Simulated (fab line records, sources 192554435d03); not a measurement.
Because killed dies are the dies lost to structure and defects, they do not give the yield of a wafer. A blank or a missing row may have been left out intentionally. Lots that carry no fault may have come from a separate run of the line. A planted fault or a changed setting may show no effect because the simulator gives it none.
fab line records	flow n5Finfet
record: lots: 11	wafers: 33	lastDay: 18
route steps=1938 shown HKMG_FIN@453 TV_LITHO@1884 PASSIVATION@1908
lots that met no fault: from a run of the same line without faults
startH: start of the lot's first displayed wafer, in hours after the record's first day	waitH: hours elapsed since this lot's preceding step	" same as the row above	L1.1+2: a row that stands for several wafers	- no value, or no start given	* or withheld: withheld	< > ~ a bound
route shown NAME@n: names a module that has steps shown in the file, with the first one's number in the route	usual: average and standard deviation across the fault-free wafers	same: alike in all rows	chamber/n: place in a boat	sites: each site's reading	_std_site: standard deviation across them	_edge_site: mean of outer sites minus mean of inner sites	radiusMm: for every site, how far away it sits from the centre of the wafer	mask NAME#n: copy n	behind: tool/chamber where the wafer was last shaped	hold: cause of the lot's hold/its duration in hours/its outcome	device: the transistor (n, p or np) that didn't switch	end of line: tests run on the same wafers once the route is complete	step lacking rows: just its recipe	killed: the dies lost at the first sort to structure and to defects; this is not the yield of the wafer	map: shows each die of a wafer: x if killed, . if not, _ if none is there
set.NAME: the setting as run; set.NAME@STEP: as run at that earlier step	model.NAME: the simulator's own value behind a step, which no gauge read
steps of the route over a sample of lots; a table a step, a row a wafer
services: the hour from which a tool's chamber was out of use, counted from the record's first day as startH (under 0 if before that day), plus the number of hours and why
== steps ==
step: N5_HKMG_FIN_WET_ETCH_73
recipe: chemistry: SC1	mix: 1:2:40	tempC: 50	timeS: 42.3	targetDepthNm: 1.3	dry: ipaMarangoni	rinseTimeS: 30	rinseTempC: 23
usual: bathHeatDutyPct: 7.4/0.85	h2o2FlowMLMin: 69.78/0.22	nh4ohFlowMLMin: 34.89/0.11
lot.wafer	tool	chamber	startH	waitH	bathHeatDutyPct	h2o2FlowMLMin	nh4ohFlowMLMin
L874.4	wetBench-01	1	82.79	0.1	7.0	69.50	34.92
L874.5	"	3	"	"	7.4	69.52	35.03
L874.6	"	2	"	"	6.1	69.52	34.95
L875.2	wetBench-03	1	88.56	0.1	8.7	69.82	35.00
L875.3	"	7	"	"	9.0	70.00	34.79
L875.4	"	5	"	"	7.8	69.45	34.97
L876.2	wetBench-01	6	89.12	0.1	7.5	69.55	34.78
L876.3	"	4	"	"	5.6	70.01	34.99
L876.6	"	5	"	"	6.2	70.32	34.87
L877.1	wetBench-03	7	96.47	0.1	8.6	69.95	34.82
L877.2	"	0	"	"	7.1	69.67	34.84
L877.4	"	3	"	"	8.0	69.79	35.05
L884.4	wetBench-03	4	145.61	0.1	6.3	69.67	34.79
L884.5	"	3	"	"	8.5	70.16	34.95
L884.6	"	0	"	"	6.8	69.93	34.89
L889.1	wetBench-04	2	170.02	0.1	9.2	69.34	34.80
L889.2	"	5	"	"	7.2	69.69	34.90
L889.4	"	6	"	"	8.6	69.72	34.81
L891.1	wetBench-01	3	182.23	0.1	6.6	70.00	35.08
L891.3	"	7	"	"	7.3	69.34	34.68
L891.6	"	6	"	"	7.2	69.97	34.76
L894.1	wetBench-03	5	205.78	0.1	7.0	70.05	34.91
L894.5	"	7	"	"	8.5	69.84	34.71
L894.6	"	1	"	"	7.3	69.87	34.77
L895.3	wetBench-03	6	209.03	0.1	8.2	69.51	34.93
L895.4	"	7	"	"	8.6	70.13	34.99
L895.5	"	2	"	"	7.0	69.71	34.90
L896.1	wetBench-04	1	211.15	0.1	6.3	69.90	35.05
L896.3	"	0	"	"	8.1	69.84	35.00
L896.6	"	3	"	"	7.0	69.62	34.83
L897.1	wetBench-01	1	218.15	0.1	8.1	69.37	35.07
L897.2	"	5	"	"	7.1	69.82	34.97
L897.4	"	3	"	"	6.7	69.60	35.02
step: N5_PASSIVATION_OVL_MEAS_60
recipe: pointsPerWafer: 44
usual: TV_OVL: 3/5.5
lot.wafer	tool	chamber	startH	waitH	TV_OVL[nm]
L874.4	overlay-01	0	273.45	0.0	-2
L874.5	"	0	"	"	-2
L874.6	"	0	"	"	5
L875.2	overlay-02	0	273.62	0.0	0
L875.3	"	0	"	"	-3
L875.4	"	0	"	"	-4
L876.2	overlay-01	0	284.02	0.0	4
L876.3	"	0	"	"	-6
L876.6	"	0	"	"	4
L877.1	overlay-01	0	290.73	0.0	0
L877.2	"	0	"	"	-4
L877.4	"	0	"	"	-5
L884.4	overlay-02	0	358.63	0.0	1
L884.5	"	0	"	"	5
L884.6	"	0	"	"	6
L891.1	overlay-02	0	373.00	0.0	13
L891.3	"	0	"	"	1
L891.6	"	0	"	"	-4
L889.1	overlay-02	0	373.30	0.0	-6
L889.2	"	0	"	"	-5
L889.4	"	0	"	"	-6
L894.1	overlay-01	0	404.38	0.0	4
L894.5	"	0	"	"	8
L894.6	"	0	"	"	-2
L895.3	overlay-01	0	407.73	0.0	-2
L895.4	"	0	"	"	4
L895.5	"	0	"	"	3
L897.1	overlay-02	0	427.87	0.0	3
L897.2	"	0	"	"	13
L897.4	"	0	"	"	11
L896.1	overlay-02	0	435.55	0.0	-1
L896.3	"	0	"	"	5
L896.6	"	0	"	"	2
step: N5_PASSIVATION_DESCUM_32
recipe: chemistry: O2	timeS: 7.9	sourcePowerW: 50	biasPowerW: 20	pressureMtorr: 20	rfFrequencyHz: 2.712e+07	tempC: 40	o2FlowSccm: 225
usual: drypumpMotorCurrentA: 5.7/0.48	oesProductAu: 0.80/0.078	rfVppV: 243.6/1.1	showerheadPlenumPTorr: 2.12/0.053	throttleValvePct: 20.33/0.24
lot.wafer	tool	chamber	startH	waitH	drypumpMotorCurrentA	oesProductAu	rfHoursCounterH	rfVppV	showerheadPlenumPTorr	throttleValvePct
L874.4	rieDiel-04	1	275.42	0.0	5.6	0.74	153	243.7	2.09	20.28
L874.5	"	2	"	"	5.0	0.87	-	245.2	2.12	20.44
L874.6	"	3	"	"	4.9	0.80	-	242.9	2.00	20.43
L875.2	rieDiel-01	2	275.73	0.0	5.9	0.92	24	242.7	2.12	19.84
L875.3	"	1	"	"	6.0	0.74	174	243.7	2.18	20.39
L875.4	"	3	"	"	5.7	0.83	71	243.1	2.11	20.65
L876.2	rieDiel-05	2	286.27	0.2	5.9	0.70	248	244.5	2.16	20.36
L876.3	"	3	"	"	6.1	0.68	235	242.6	2.17	20.62
L876.6	"	1	"	"	6.0	0.67	-	242.9	2.16	20.61
L877.1	rieDiel-05	1	292.65	0.2	6.1	0.67	242	244.5	2.16	20.65
L877.2	"	3	"	"	6.1	0.68	237	243.8	2.17	20.63
L877.4	"	1	"	"	6.0	0.67	-	243.2	2.16	20.64
L884.4	rieDiel-05	0	363.71	0.1	5.6	0.70	-	242.3	2.16	20.57
L884.5	"	1	"	"	6.1	0.94	-	243.5	2.15	20.42
L884.6	"	2	"	"	5.9	0.91	-	244.3	2.16	19.90
L891.1	rieDiel-05	2	374.54	0.0	5.9	0.90	20	244.9	2.16	19.88
L891.3	"	0	"	"	5.6	0.70	243	242.4	2.16	20.58
L891.6	"	0	"	"	5.6	0.70	-	244.0	2.16	20.57
L889.1	rieDiel-05	1	374.98	0.0	6.1	0.91	17	243.3	2.15	20.43
L889.2	"	2	"	"	5.9	0.89	21	243.8	2.16	19.90
L889.4	"	3	"	"	6.1	0.98	1	243.3	2.16	20.18
L894.1	rieDiel-01	3	406.39	0.1	5.8	0.78	120	244.1	2.09	20.70
L894.5	"	0	"	"	5.5	0.85	-	242.8	2.10	20.10
L894.6	"	3	"	"	5.8	0.78	-	243.3	2.09	20.74
L895.3	rieDiel-04	1	409.50	0.4	5.6	0.71	201	242.5	2.07	20.32
L895.4	"	0	"	"	6.7	0.79	134	244.7	2.19	20.26
L895.5	"	1	"	"	5.6	0.72	-	243.7	2.07	20.34
L897.1	rieDiel-05	1	429.75	0.1	6.1	0.87	38	244.0	2.14	20.43
L897.2	"	2	"	"	5.9	0.85	42	242.5	2.15	19.92
L897.4	"	1	"	"	6.0	0.87	-	245.9	2.14	20.46
L896.1	rieDiel-05	2	437.84	0.0	5.9	0.85	46	243.0	2.15	19.93
L896.3	"	3	"	"	6.1	0.88	27	244.1	2.15	20.21
L896.6	"	1	"	"	6.1	0.86	-	244.6	2.14	20.47
step: N5_PASSIVATION_ETCH_54
recipe: chemistry: CHF3/O2	target: SiO2	targetDepthA: 8800	CHF3_flow_sccm: 50	O2_flow_sccm: 5	Ar_flow_sccm: 200	timeS: 440	maskMaterial: PR	pressureMtorr: 30	sourceW: 650	biasW: 170	ionEnergyEv: 200
usual: drypumpMotorCurrentA: 5.8/0.39	oes_ar_750_au: 0.78/0.076	oesProductAu: 0.78/0.079	rfVppV: 531/8.8	showerheadPlenumPTorr: 2.45/0.04	throttleValvePct: 18.71/0.24
lot.wafer	tool	chamber	startH	waitH	drypumpMotorCurrentA	oes_ar_750_au	oesProductAu	rfHoursCounterH	rfVppV	showerheadPlenumPTorr	throttleValvePct
L874.4	rieDiel-05	2	277.42	0.1	5.9	0.69	0.70	245	545	2.49	18.70
L874.5	"	0	"	"	5.6	0.73	0.74	-	528	2.48	18.80
L874.6	"	1	"	"	6.1	0.65	0.66	-	531	2.48	19.01
L875.2	rieDiel-05	0	278.01	0.1	5.6	0.74	0.74	200	523	2.48	18.79
L875.3	"	3	"	"	6.1	0.69	0.69	232	516	2.47	18.87
L875.4	"	2	"	"	5.9	0.69	0.71	245	543	2.49	18.70
L876.2	rieDiel-04	3	288.52	0.1	4.9	0.78	0.78	129	533	2.33	18.96
L876.3	"	0	"	"	6.7	0.80	0.81	94	526	2.52	18.48
L876.6	"	2	"	"	5.0	0.84	0.86	-	523	2.44	18.83
L877.1	rieDiel-01	0	294.65	0.1	5.5	0.90	0.91	19	529	2.45	18.51
L877.2	"	2	"	"	5.9	0.88	0.90	31	538	2.45	18.33
L877.4	"	3	"	"	5.7	0.82	0.83	80	531	2.44	19.08
L884.4	rieDiel-01	3	365.96	0.1	5.8	0.80	0.80	105	529	2.43	19.14
L884.5	"	1	"	"	6.1	0.69	0.71	-	547	2.47	18.67
L884.6	"	2	"	"	5.9	0.84	0.86	-	535	2.44	18.37
L891.1	rieDiel-05	1	376.88	0.1	6.0	0.88	0.90	17	531	2.47	18.72
L891.3	"	0	"	"	5.6	0.70	0.70	244	526	2.46	18.89
L891.6	"	2	"	"	5.9	0.87	0.89	-	544	2.48	18.28
L889.1	rieDiel-05	3	377.47	0.1	6.1	0.95	0.96	2	528	2.46	18.45
L889.2	"	1	"	"	6.1	0.89	0.90	18	531	2.46	18.72
L889.4	"	2	"	"	5.9	0.86	0.89	22	545	2.48	18.27
L894.1	rieDiel-01	3	408.57	0.1	5.8	0.78	0.78	121	530	2.42	19.15
L894.5	"	3	"	"	5.8	0.78	0.78	-	529	2.43	19.15
L894.6	"	2	"	"	5.9	0.82	0.84	-	535	2.43	18.39
L895.3	rieDiel-05	2	412.23	0.1	5.9	0.84	0.86	37	543	2.47	18.30
L895.4	"	1	"	"	6.1	0.85	0.87	33	532	2.46	18.74
L895.5	"	2	"	"	5.9	0.84	0.86	-	543	2.47	18.31
L897.1	rieDiel-04	0	432.45	0.1	6.7	0.76	0.76	142	527	2.50	18.59
L897.2	"	2	"	"	5.0	0.79	0.80	107	525	2.42	18.90
L897.4	"	3	"	"	4.9	0.74	0.75	185	534	2.31	19.03
L896.1	rieDiel-01	1	440.13	0.1	6.1	0.68	0.69	233	546	2.46	18.73
L896.3	"	0	"	"	5.5	0.83	0.82	71	527	2.43	18.59
L896.6	"	1	"	"	6.0	0.68	0.69	-	547	2.46	18.73
step: N5_PASSIVATION_PROBE_49
usual: defectLimitedYield: 91.3/1.4	killed_at_M0_to_M3: 34/9.2	killed_at_M4_up: 13/5.3	killedAtContacts: 12/6	killedAtFrontEnd: 39/12	killedAtOther: 4/3.3	killedDies: 102/17	killedOpen: 67/12	killedShort: 34/7.4	sort_bin_5_function: 5.1/1	sort_bin_6_memory: 3.2/0.6	sortNPass: 1078/17	sortYieldPct: 91.3/1.4
same: grossDies: 1180	killedAtBackSide: 0	sort_bin_4_leakage[%]: 0	sort_bin_8_speed[%]: 0
lot.wafer	tool	chamber	startH	waitH	defectLimitedYield[%]	killed_at_M0_to_M3	killed_at_M4_up	killedAtContacts	killedAtFrontEnd	killedAtOther	killedDies	killedOpen	killedShort	sort_bin_5_function[%]	sort_bin_6_memory[%]	sortNPass	sortYieldPct[%]
L884.4	prober-01	-	368.93	0.2	82.1	36	9	5	158	3	211	48	31	11.5	4.2	969	82.1
L884.5	prober-01	-	368.98	0.2	92.1	37	13	6	34	3	93	64	28	4.5	3.2	1087	92.1
L884.6	prober-01	-	369.03	0.3	92.5	32	16	7	31	2	88	55	32	3.8	3.4	1092	92.5
killed by level:class
L884.4 HKMG_FIN:unspecified=132 BEOL_M3:geometricParticle:open=15 FIN_SAQP:geometricParticle:short=7 BEOL_M0_SAQP:geometricParticle:open=5 GATE_CUT:geometricParticle:short=4 MOL_CONTACT_COAG:geometricParticle:open=4 BEOL_M0:geometricParticle:short=4 BEOL_M2:geometricParticle:open=4
L884.5 BEOL_M3:geometricParticle:open=16 BEOL_M2:geometricParticle:open=8 STI_FIN_REVEAL:geometricParticle:open=6 MOL_CONTACT_COAG:geometricParticle:open=6 STARTING-WAFER:geometricParticle:short=6 BEOL_M4:geometricParticle:open=5 STARTING-WAFER:geometricParticle:open=4 BEOL_M1:geometricParticle:open=4
L884.6 BEOL_M3:geometricParticle:open=9 BEOL_M0_SAQP:geometricParticle:short=8 STI_FIN_REVEAL:geometricParticle:open=6 BEOL_M0_SAQP:geometricParticle:open=6 MOL_CONTACT_COAG:geometricParticle:open=6 GATE_CUT:geometricParticle:short=5 STARTING-WAFER:geometricParticle:open=5 BEOL_M4:geometricParticle:open=4
== services ==
tool	chamber	startH	hours	kind
rieDiel-01	2	92.18	1.8	repair
rieDiel-05	1	94.47	6.9	repair
rieDiel-04	-	119.05	14.6	pm
rieDiel-01	-	122.14	14.6	pm
rieDiel-05	3	143.24	5.5	repair
rieDiel-05	-	156.81	0.4	repair
rieDiel-04	1	158.29	13.6	repair
rieDiel-01	1	172.75	9.3	repair
rieDiel-05	2	195.63	4.7	repair
wetBench-03	-	264.80	1.9	pm
rieDiel-04	1	265.53	7.1	repair
rieDiel-05	-	290.29	1.3	repair
rieDiel-05	2	291.99	-	clean
rieDiel-05	2	291.99	-	consumableReplace:focusRing
rieDiel-04	0	298.79	14.6	repair
wetBench-03	-	303.04	2.7	repair
wetBench-01	-	315.59	2.9	repair
rieDiel-01	-	356.84	0.7	repair
rieDiel-05	1	358.51	3.4	repair
rieDiel-04	2	360.37	9.1	repair
wetBench-04	-	370.13	1.5	repair
rieDiel-05	1	397.63	1.4	repair
rieDiel-01	-	419.50	0.4	repair
rieDiel-05	0	428.62	3.3	repair
== key ==
firstSign: step: N5_PASSIVATION_PROBE_49	reading: killedAtFrontEnd	direction: up	sigmas: 10	usual: 39	struck: 158
effect: step: N5_PASSIVATION_PROBE_49	reading: killedDies	direction: up	sigmas: 6.5	usual: 102	struck: 211
moreKillsBornAt: N5_HKMG_FIN_WET_ETCH_73@wetBench-03: 132
metAt N5_HKMG_FIN_WET_ETCH_73
struckLots L884
struckWafers L884.4
notActingAt N5_PASSIVATION_OVL_MEAS_60,N5_PASSIVATION_DESCUM_32,N5_PASSIVATION_ETCH_54
fault: kind: chamberParticleSource	tool: wetBench-03	chamber: 4	onsetH: 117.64	steps: N5_HKMG_FIN_WET_ETCH_73	ratePerVisitCm2: 0.84861	endH: 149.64
